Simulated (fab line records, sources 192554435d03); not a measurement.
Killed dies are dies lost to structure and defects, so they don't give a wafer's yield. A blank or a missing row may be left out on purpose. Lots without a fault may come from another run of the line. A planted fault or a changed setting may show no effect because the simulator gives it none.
fab line records | flow n5_finfet
record lots=7 wafers=20 last_day=19
route steps=1938 shown GATE_CUT@507 MOL_CONTACT_COAG@517 BEOL_M4@1111 PASSIVATION@1936
lots that met no fault: from a run of the same line without faults
start_h: hours from the record's first day to the start of the lot's first wafer shown | wait_h: hours since the lot's step before | " the same as in the row above | L1.1+2: a row that stands for several wafers | - no value, or no start given | * or withheld: withheld | < > ~ a bound
route shown NAME@n: a module of which the file shows steps, and the number in the route of the first | usual: mean/standard deviation of fault-free wafers | same: alike in all rows | chamber/n: place in a boat | sites: the reading at each site | _std_site: their standard deviation | _edge_site: outer sites' mean less inner sites' | radius_mm: how far each site lies from the wafer's centre | mask NAME#n: copy n | behind: the tool/chamber that last shaped the wafer | hold: why the lot was held/for how many hours/how that ended | device: the transistor (n, p or np) that didn't switch | end of line: the same wafers' tests at the end of the route | a step without rows: its recipe alone | killed: dies lost to structure and defects at the first sort, not the wafer's yield | map: a wafer's dies, x killed, . not, _ none there
set.NAME: the setting as run; set.NAME@STEP: as run at that earlier step | model.NAME: the simulator's own value behind a step, which no gauge read
lots at some steps of the route; a table a step, a row a wafer
services: from which hour (start_h, from the record's first day; less than 0 if before it) a tool's chamber was out of use, for how many hours, and why
## steps
# step N5_GATE_CUT_STRIP_21
# recipe chemistry=N2/H2 time_s=30 power_w=1000 temp_c=250 pressure_mtorr=withheld n2_flow_sccm=1750 h2_flow_sccm=3250
# usual drypump_motor_current_A=5.9/0.32 h2_flow_sccm=3250/8.6 heater_power_w=329/33 n2_flow_sccm=1749/5.8
# columns lot.wafer tool chamber start_h wait_h drypump_motor_current_A h2_flow_sccm heater_power_w n2_flow_sccm rf_hours_counter_h
L990.1 plasma_asher-01 1 112.06 0.0 6.3 3244 355 1751 92
L990.2 " 0 " " 6.2 3264 333 1756 92
L990.3 " 0 " " 6.2 3262 347 1749 -
L996.1 plasma_asher-02 1 139.61 0.0 5.5 3260 347 1748 52
L996.4 " 0 " " 5.7 3268 275 1744 -
L996.5 " 1 " " 5.5 3254 335 1746 -
L100.3 plasma_asher-01 0 162.95 0.1 6.1 3255 332 1753 -
L100.4 " 1 " " 6.4 3246 362 1757 -
L100.6 " 1 " " 6.3 3245 365 1752 -
L105.3 plasma_asher-01 0 194.26 0.1 6.1 3233 342 1743 -
L105.5 " 1 " " 6.3 3249 364 1748 -
L105.6 " 0 " " 6.1 3244 349 1748 -
L106.1 plasma_asher-01 1 202.96 0.0 6.4 3239 364 1741 111
L106.3 " 0 " " 6.1 3227 337 1745 -
L106.5 " 0 " " 6.1 3228 350 1746 -
L109.3 plasma_asher-01 1 219.25 0.1 6.4 3250 365 1742 -
L109.4 " 0 " " 6.2 3239 338 1749 -
L110.2 plasma_asher-01 1 223.27 0.0 6.3 3239 374 1742 115
L110.3 " 0 " " 6.1 3255 347 1741 -
L110.4 " 1 " " 6.3 3245 363 1746 -
# step N5_GATE_CUT_STRIP_29
# recipe chemistry=post_etch_residue_remover time_s=60 temp_c=25 remover_ph=withheld remover_water_wt_pct=withheld remover_fluoride_wt_pct=withheld
# step N5_GATE_CUT_SRD_52
# recipe dry=ipa_marangoni time_s=30 temp_c=23 rinse_liquid=diw
# step N5_GATE_CUT_ALD_22
# recipe material=SiNx target_thk_a=160 temp_c=400 ald_precursor_family=SiH2I2 ald_co_reactant=N2/H2-plasma pulse_time_s=1 ald_cycles=320 purge_time_s=2 co_reactant_purge_time_s=2 pressure_torr=2
# usual heater_power_w=831/80 precursor_pulse_height_rel=1.003/0.018
# columns lot.wafer tool chamber start_h wait_h heater_power_w precursor_pulse_height_rel since_wet_clean_h
L990.1 ald_sin-04 0 112.22 0.0 779 0.993 105
L990.2 " 3 " " 918 1.004 105
L990.3 " 2 " " 876 0.977 105
L996.1 ald_sin-01 3 139.77 0.0 743 0.982 41
L996.4 " 0 " " 756 1.013 -
L996.5 " 3 " " 746 1.026 -
L100.3 ald_sin-03 1 163.09 0.0 827 1.032 261
L100.4 " 0 " " 915 1.004 261
L100.6 " 3 " " 888 1.011 -
L105.3 ald_sin-03 0 194.39 0.0 922 0.969 292
L105.5 " 2 " " 838 0.951 -
L105.6 " 0 " " 931 1.000 -
L106.1 ald_sin-04 3 203.14 0.1 909 0.990 196
L106.3 " 0 " " 778 1.010 196
L106.5 " 0 " " 786 0.981 -
L109.3 ald_sin-03 3 219.39 0.0 892 0.985 317
L109.4 " 0 " " 905 0.983 317
L110.2 ald_sin-01 0 223.43 0.0 739 1.020 124
L110.3 " 1 " " 936 1.011 124
L110.4 " 2 " " 854 0.983 124
# step N5_GATE_CUT_CMP_23
# recipe stop_on=SiO2 t_overpolish_s=23.4 post_cmp_clean=alkaline_brush down_force_psi=2.5 platen_rpm=51.8 pad_velocity_m_s=1.0307 target_thk_nm=16
# usual motor_current_A=9.1/0.54 overpolish_run_s=23.401/0.0083 time_to_endpoint_s=21/3.1
# columns lot.wafer tool chamber start_h wait_h motor_current_A overpolish_run_s time_to_endpoint_s
L990.2 cmp-01 3 113.71 0.8 9.0 23.404 25
L990.3 " 0 " " 9.5 23.412 23
L990.1 " 2 " " 9.5 23.403 20
L996.4 cmp-04 0 141.30 0.1 8.1 23.399 17
L996.1 " 2 " " 8.5 23.402 24
L996.5 " 0 " " 8.6 23.401 17
L100.4 cmp-04 1 164.62 0.8 9.5 23.404 21
L100.3 " 3 " " 9.3 23.403 17
L100.6 " 1 " " 9.8 23.399 22
L105.3 cmp-01 3 196.00 0.9 9.3 23.391 23
L105.6 " 0 " " 9.7 23.396 20
L105.5 " 1 " " 9.2 23.408 21
L106.1 cmp-03 1 204.63 0.8 9.9 23.403 17
L106.3 " 3 " " 9.1 23.405 19
L106.5 " 2 " " 8.9 23.414 19
L109.4 cmp-01 0 220.95 0.8 9.6 23.399 20
L109.3 " 1 " " 9.2 23.394 21
L110.4 cmp-04 2 224.92 0.8 8.6 23.401 22
L110.3 " 3 " " 10.0 23.410 18
L110.2 " 0 " " 8.3 23.400 18
# step N5_GATE_CUT_THK_MEAS_24
# recipe reads=SiO2_of_GATE_CUT_HM_DEP_46+SiO2_flowable_of_ILD0_FCVD_FILL_01
# usual GC_FILL_THK=218.9/2.4
# columns lot.wafer tool chamber start_h wait_h GC_FILL_THK[nm]
L990.1 film_metro-02 - 114.00 - 222.6
L990.2 " - " " 217.1
L990.3 " - " " 222.8
L996.1 film_metro-02 - 141.55 - 218.3
L996.4 " - " " 220.0
L996.5 " - " " 222.2
L100.3 film_metro-02 - 164.87 - 221.0
L100.4 " - " " 224.5
L100.6 " - " " 220.8
L105.3 film_metro-01 - 196.18 - 220.8
L105.5 " - " " 220.9
L105.6 " - " " 219.1
L106.1 film_metro-01 - 204.92 - 217.5
L106.3 " - " " 220.2
L106.5 " - " " 221.1
L109.3 film_metro-01 - 221.17 - 219.2
L109.4 " - " " 221.5
L110.2 film_metro-01 - 225.21 - 221.6
L110.3 " - " " 219.0
L110.4 " - " " 220.7
# step N5_GATE_CUT_CMP_43
# recipe material=SiO2 post_cmp_clean=rinse_only
# usual motor_current_A=12.1/0.79
# columns lot.wafer tool chamber start_h wait_h motor_current_A
L990.2 cmp-04 0 114.03 0.0 10.9
L990.1 " 1 " " 12.8
L990.3 " 2 " " 10.8
L996.4 cmp-03 0 141.66 0.1 11.0
L996.1 " 2 " " 12.5
L996.5 " 0 " " 11.3
L100.3 cmp-03 1 164.90 0.0 13.0
L100.4 " 0 " " 10.9
L100.6 " 1 " " 12.7
L105.3 cmp-03 1 196.21 0.0 13.0
L105.5 " 1 " " 12.8
L105.6 " 2 " " 12.2
L106.3 cmp-04 3 204.95 0.0 12.6
L106.1 " 1 " " 11.6
L106.5 " 0 " " 10.6
L109.3 cmp-03 2 221.20 0.0 12.0
L109.4 " 0 " " 11.0
L110.2 cmp-01 1 225.24 0.0 11.8
L110.3 " 2 " " 13.1
L110.4 " 3 " " 12.1
# step N5_GATE_CUT_CMP_61
# recipe stop_on=SiNx t_overpolish_s=3 post_cmp_clean=alkaline_brush down_force_psi=4 platen_rpm=27.09 pad_velocity_m_s=0.539
# usual motor_current_A=12.1/0.7
# columns lot.wafer tool chamber start_h wait_h motor_current_A
L990.2 cmp-04 0 117.65 3.5 11.5
L990.1 " 1 " " 12.8
L990.3 " 2 " " 10.7
L996.4 cmp-03 0 142.09 0.3 10.7
L996.1 " 2 " " 12.2
L996.5 " 0 " " 10.7
L100.3 cmp-03 1 165.38 0.4 13.1
L100.4 " 0 " " 11.1
L100.6 " 1 " " 13.0
L105.3 cmp-03 1 196.69 0.4 13.1
L105.5 " 1 " " 12.8
L105.6 " 2 " " 12.6
L106.3 cmp-04 3 205.43 0.4 12.8
L106.1 " 1 " " 12.5
L106.5 " 0 " " 11.6
L109.3 cmp-03 2 221.68 0.4 11.9
L109.4 " 0 " " 10.3
L110.2 cmp-01 1 225.72 0.4 12.1
L110.3 " 2 " " 12.7
L110.4 " 3 " " 11.5
# step N5_GATE_CUT_INSPECT_26
# recipe inspect_instrument=darkfield mode=post_cmp
# usual raw_defect_count=42/17
# columns lot.wafer tool chamber start_h wait_h raw_defect_count
L990.1 defect_inspect-02 - 117.88 0.0 42
L990.2 " - " " 32
L990.3 " - " " 34
L996.1 defect_inspect-01 - 142.29 0.0 18
L996.4 " - " " 46
L996.5 " - " " 30
L100.3 defect_inspect-01 - 165.62 0.0 24
L100.4 " - " " 7
L100.6 " - " " 35
L105.3 defect_inspect-02 - 196.92 0.0 65
L105.5 " - " " 55
L105.6 " - " " 52
L106.1 defect_inspect-01 - 205.66 0.0 37
L106.3 " - " " 36
L106.5 " - " " 65
L109.3 defect_inspect-02 - 221.91 0.0 44
L109.4 " - " " 20
L110.2 defect_inspect-02 - 225.95 0.0 84
L110.3 " - " " 56
L110.4 " - " " 50
# step N5_MOL_CONTACT_COAG_COAT_103
# recipe resist=SOC temp_c=250 time_s=60 spin_rpm=1500 resist_thk_nm=80
# step N5_MOL_CONTACT_COAG_COAT_104
# recipe resist=SiARC temp_c=220 time_s=60 spin_rpm=1500 resist_thk_nm=12
# step N5_MOL_CONTACT_COAG_COAT_58
# recipe resist=underlayer temp_c=205 time_s=60 spin_rpm=1500 resist_thk_nm=10
# usual exhaust_pa=45.0/0.84 heater_power_total_W=391.8/1.4 plate_temp_C=205.00/0.17
# columns lot.wafer tool chamber start_h wait_h exhaust_pa heater_power_total_W plate_temp_C
L990.1 litho_track-03 0 117.92 - 45.7 390.9 204.76
L990.2 " 0 " " 46.7 391.3 204.53
L990.3 " 0 " " 46.8 389.5 205.01
L996.1 litho_track-03 0 142.33 - 45.4 390.0 205.10
L996.4 " 0 " " 45.1 390.0 204.98
L996.5 " 0 " " 45.5 392.5 205.21
L100.3 litho_track-04 0 165.65 - 44.9 393.4 204.93
L100.4 " 0 " " 45.4 389.8 204.94
L100.6 " 0 " " 45.6 390.7 205.06
L105.3 litho_track-04 0 196.96 - 45.1 382.9 200.49
L105.5 " 0 " " 44.8 383.0 200.50
L105.6 " 0 " " 45.2 379.1 200.60
L106.1 litho_track-04 0 205.70 - 45.6 380.8 200.49
L106.3 " 0 " " 45.1 379.8 200.60
L106.5 " 0 " " 44.8 381.0 200.48
L109.3 litho_track-04 0 221.95 - 45.1 379.5 200.74
L109.4 " 0 " " 44.7 379.3 200.72
L110.2 litho_track-02 0 225.99 - 43.9 391.2 204.83
L110.3 " 0 " " 43.9 392.2 204.98
L110.4 " 0 " " 44.5 389.4 204.80
# step N5_MOL_CONTACT_COAG_COAT_02
# recipe resist=CAR-EUV spin_rpm=1500 resist_thk_nm=30
# step N5_BEOL_M4_RC_MEAS_101
# usual DIBL_N=36.0/1.7 DIBL_P=36.2/1.9 IOFF_N=0.154/0.028 IOFF_P=0.21/0.036 ION_N=675/11 ION_P=463/8.3 SS_N=71.4/0.63 SS_P=73.2/0.55 VT_N=250.2/3 VT_P=-251/3.7
# columns lot.wafer tool chamber start_h wait_h DIBL_N[mV/V] DIBL_P[mV/V] IOFF_N[nA/um] IOFF_P[nA/um] ION_N[uA/um] ION_P[uA/um] SS_N[mV/dec] SS_P[mV/dec] VT_N[mV] VT_P[mV]
L990.1 prober-02 0 243.98 0.0 35.0 34.9 0.137 0.19 668 458 70.6 73.7 249.0 -252
L990.2 " 0 " " 37.1 36.2 0.167 0.22 678 463 71.9 73.6 248.0 -249
L990.3 " 0 " " 36.0 34.9 0.140 0.19 665 451 70.7 72.7 251.1 -251
L996.1 prober-02 0 281.91 0.0 36.8 34.9 0.152 0.18 660 448 71.8 73.0 253.4 -254
L996.4 " 0 " " 34.3 33.4 0.118 0.17 666 458 71.0 73.1 252.1 -253
L996.5 " 0 " " 35.0 34.5 0.134 0.18 670 461 71.5 72.9 247.7 -250
L100.3 prober-02 0 297.04 0.3 36.1 36.7 0.151 0.22 664 461 71.7 73.2 251.0 -250
L100.4 " 0 " " 34.7 34.9 0.135 0.19 680 475 71.2 73.0 251.2 -250
L100.6 " 0 " " 36.2 36.7 0.157 0.22 678 463 71.9 73.5 252.7 -250
L105.3 prober-02 0 339.73 0.3 35.9 36.0 0.158 0.23 666 465 71.2 73.2 251.2 -248
L105.5 " 0 " " 37.8 36.5 0.185 0.22 672 454 72.3 74.1 249.1 -250
L105.6 " 0 " " 36.9 36.5 0.172 0.23 682 468 72.4 73.1 246.2 -250
L106.1 prober-01 0 339.84 0.0 37.6 37.2 0.167 0.23 667 467 71.5 73.9 250.3 -249
L106.3 " 0 " " 35.0 34.2 0.129 0.19 669 456 70.8 72.8 252.8 -248
L106.5 " 0 " " 35.9 36.0 0.144 0.21 660 460 71.6 73.5 253.2 -248
L109.3 prober-01 0 344.46 0.3 38.5 38.3 0.218 0.29 704 482 72.1 74.1 243.7 -244
L109.4 " 0 " " 39.2 38.9 0.211 0.30 682 473 72.8 72.8 246.9 -244
L110.2 prober-02 0 347.19 0.2 34.4 35.4 0.131 0.19 682 469 70.7 72.8 252.0 -249
L110.3 " 0 " " 40.2 41.1 0.244 0.28 697 463 72.4 74.3 245.3 -248
L110.4 " 0 " " 36.7 37.8 0.166 0.23 670 461 72.1 73.2 249.8 -246
# step N5_PASSIVATION_PROBE_49
# usual defect_limited_yield=90.9/1.4 killed_at_M0_to_M3=38/11 killed_at_M4_up=13/5.9 killed_at_contacts=14/6.4 killed_at_front_end=38/11 killed_at_other=3.3/2.5 killed_dies=107/16 killed_open=70/12 killed_short=35/7.7 sort_bin_4_leakage=0.00/0.007 sort_bin_5_function=5.3/0.94 sort_bin_6_memory=3.5/0.7 sort_n_pass=1073/16 sort_yield_pct=90.9/1.4
# same gross_dies=1180 killed_at_back_side=0 sort_bin_8_speed[%]=0
# columns lot.wafer tool chamber start_h wait_h defect_limited_yield[%] killed_at_M0_to_M3 killed_at_M4_up killed_at_contacts killed_at_front_end killed_at_other killed_dies killed_open killed_short sort_bin_4_leakage[%] sort_bin_5_function[%] sort_bin_6_memory[%] sort_n_pass sort_yield_pct[%]
L996.1 prober-02 - 395.80 0.0 90.6 37 36 4 32 2 111 77 32 0 6.1 2.7 1069 90.6
L996.4 prober-02 - 395.95 0.2 89.4 35 21 16 51 2 125 84 40 0 5.8 4.3 1055 89.4
L996.5 prober-02 - 396.00 0.2 91.0 52 18 11 25 0 106 77 29 0 5.8 2.7 1074 91.0
L100.3 prober-02 - 414.74 0.1 92.0 29 8 3 52 2 94 55 39 0 4.2 3.6 1086 92.0
L100.4 prober-02 - 414.79 0.2 91.4 28 12 5 56 1 102 63 39 0 4.7 3.5 1078 91.4
L100.6 prober-02 - 414.89 0.3 90.3 41 11 12 48 2 114 67 47 0 6.3 2.9 1066 90.3
L105.3 prober-02 - 461.58 0.1 90.0 49 7 13 45 4 118 67 45 0 5.2 4.1 1062 90.0
L105.5 prober-02 - 461.68 0.2 90.5 37 10 17 47 1 112 72 40 0 5.3 3.8 1068 90.5
L105.6 prober-02 - 461.73 0.3 89.4 65 14 8 34 4 125 84 39 0 6.4 3.9 1055 89.4
L109.3 prober-01 - 464.01 0.1 92.9 47 6 11 17 3 84 51 32 0 3.8 2.8 1096 92.9
L109.4 prober-01 - 464.06 0.2 87.3 49 27 25 43 6 150 101 48 0 6.9 5.4 1030 87.3
# killed by level:class
L996.1 BEOL_M4:geometric_particle:open=21 DUMMY_GATE:geometric_particle:open=9 BEOL_M2:geometric_particle:open=9 BEOL_M4:geometric_particle:short=8 BEOL_M0_SAQP:geometric_particle:short=7 STI_FIN_REVEAL:geometric_particle:open=6 BEOL_M1:geometric_particle:open=6 BEOL_M3:geometric_particle:open=6
L996.4 STI_FIN_REVEAL:geometric_particle:open=16 MOL_CONTACT_COAG:geometric_particle:open=15 BEOL_M3:geometric_particle:open=8 BEOL_M4:geometric_particle:open=7 BEOL_M4:geometric_particle:short=7 FIN_SAQP:geometric_particle:open=6 FIN_SAQP:geometric_particle:short=6 BEOL_M2:geometric_particle:open=6
L996.5 BEOL_M3:geometric_particle:open=15 BEOL_M4:geometric_particle:open=14 MOL_CONTACT_COAG:geometric_particle:open=11 FIN_SAQP:geometric_particle:short=7 BEOL_M0_SAQP:geometric_particle:short=7 BEOL_M2:geometric_particle:open=7 FIN_SAQP:geometric_particle:open=6 BEOL_M0_SAQP:geometric_particle:open=6
L100.3 FIN_SAQP:geometric_particle:open=12 BEOL_M0_SAQP:geometric_particle:open=11 FIN_SAQP:geometric_particle:short=10 GATE_CUT:geometric_particle:short=8 GATE_CUT:geometric_particle:open=5 BEOL_M0_SAQP:geometric_particle:short=5 BEOL_M1:geometric_particle:open=5 BEOL_M5:geometric_particle:open=5
L100.4 FIN_SAQP:geometric_particle:open=14 FIN_SAQP:geometric_particle:short=12 STI_FIN_REVEAL:geometric_particle:open=10 BEOL_M0_SAQP:geometric_particle:short=8 BEOL_M3:geometric_particle:open=8 BEOL_M0_SAQP:geometric_particle:open=7 DUMMY_GATE:geometric_particle:open=6 STI_FIN_REVEAL:geometric_particle:short=3
L100.6 BEOL_M0_SAQP:geometric_particle:short=16 STI_FIN_REVEAL:geometric_particle:open=14 FIN_SAQP:geometric_particle:short=10 MOL_CONTACT_COAG:geometric_particle:open=8 BEOL_M0_SAQP:geometric_particle:open=8 FIN_SAQP:geometric_particle:open=6 DUMMY_GATE:geometric_particle:open=6 BEOL_M1:geometric_particle:open=5
L105.3 FIN_SAQP:geometric_particle:short=13 BEOL_M1:geometric_particle:open=12 FIN_SAQP:geometric_particle:open=11 MOL_CONTACT_COAG:geometric_particle:open=10 BEOL_M0_SAQP:geometric_particle:short=8 BEOL_M1:geometric_particle:short=7 BEOL_M3:geometric_particle:open=7 BEOL_M0_SAQP:geometric_particle:open=6
L105.5 MOL_CONTACT_COAG:geometric_particle:open=15 FIN_SAQP:geometric_particle:short=12 BEOL_M1:geometric_particle:open=12 STI_FIN_REVEAL:geometric_particle:open=8 FIN_SAQP:geometric_particle:open=7 GATE_CUT:geometric_particle:short=6 BEOL_M1:geometric_particle:short=6 BEOL_M0_SAQP:geometric_particle:short=5
L105.6 BEOL_M1:geometric_particle:open=26 STI_FIN_REVEAL:geometric_particle:open=10 BEOL_M1:geometric_particle:short=10 BEOL_M2:geometric_particle:open=8 FIN_SAQP:geometric_particle:short=6 BEOL_M3:geometric_particle:open=6 MOL_CONTACT_COAG:geometric_particle:open=6 BEOL_M0_SAQP:geometric_particle:open=6
L109.3 BEOL_M1:geometric_particle:open=14 MOL_CONTACT_COAG:geometric_particle:open=8 BEOL_M0_SAQP:geometric_particle:open=8 BEOL_M0_SAQP:geometric_particle:short=7 BEOL_M3:geometric_particle:open=6 STI_FIN_REVEAL:geometric_particle:open=4 BEOL_M3:geometric_particle:short=4 BEOL_M1:geometric_particle:short=3
L109.4 STI_FIN_REVEAL:geometric_particle:open=19 BEOL_M4:geometric_particle:open=18 MOL_CONTACT_COAG:geometric_particle:open=16 BEOL_M0_SAQP:geometric_particle:short=13 BEOL_M2:geometric_particle:open=11 MOL_CONTACT_COAG:geometric_particle:short=8 DUMMY_GATE:geometric_particle:open=7 BEOL_M0_SAQP:geometric_particle:open=6
## services
# columns tool chamber start_h hours kind
cmp-03 - 91.82 0.2 repair
ald_sin-01 0 99.46 - clean
ald_sin-01 1 99.46 - clean
ald_sin-01 2 99.46 - clean
ald_sin-01 3 99.46 - clean
litho_track-04 - 105.40 - consumable_replace:filter
ald_sin-01 - 110.18 2.8 pm
ald_sin-03 - 110.86 1.4 repair
cmp-01 - 117.61 0.3 repair
cmp-01 - 124.10 1.0 repair
litho_track-02 - 124.39 - consumable_replace:filter
litho_track-04 - 125.94 - consumable_replace:filter
ald_sin-01 1 127.63 3.0 repair
cmp-04 - 134.18 0.7 repair
cmp-01 - 141.71 3.6 repair
cmp-03 - 181.07 4.2 pm
cmp-03 - 187.94 1.7 repair
ald_sin-03 3 193.74 3.0 repair
cmp-04 - 200.39 4.0 pm
litho_track-03 - 202.61 - consumable_replace:filter
cmp-04 - 204.39 - consumable_replace:conditioner
cmp-04 - 204.39 - consumable_replace:pad
cmp-03 - 220.37 0.8 repair
## key
first_sign step=N5_MOL_CONTACT_COAG_COAT_58 reading=plate_temp_C direction=down sigmas=27 usual=* struck=*
effect step=N5_MOL_CONTACT_COAG_COAT_58 reading=heater_power_total_W direction=down sigmas=8.2 usual=* struck=*
met_at N5_MOL_CONTACT_COAG_COAT_58
struck_wafers L105.3,L105.5,L105.6,L106.1,L106.3,L106.5,L109.3,L109.4
rows_end L106.1
onset_between 165.65 196.96
fault kind=process_parameter_drift tool=litho_track-04 chamber=- onset_h=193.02 steps=N5_MOL_CONTACT_COAG_COAT_58 channel=temp_c offset=* shape=step acts_in=* stated=*
# rows_end: these wafers met a further fault down the route, and their rows from its step on are left out
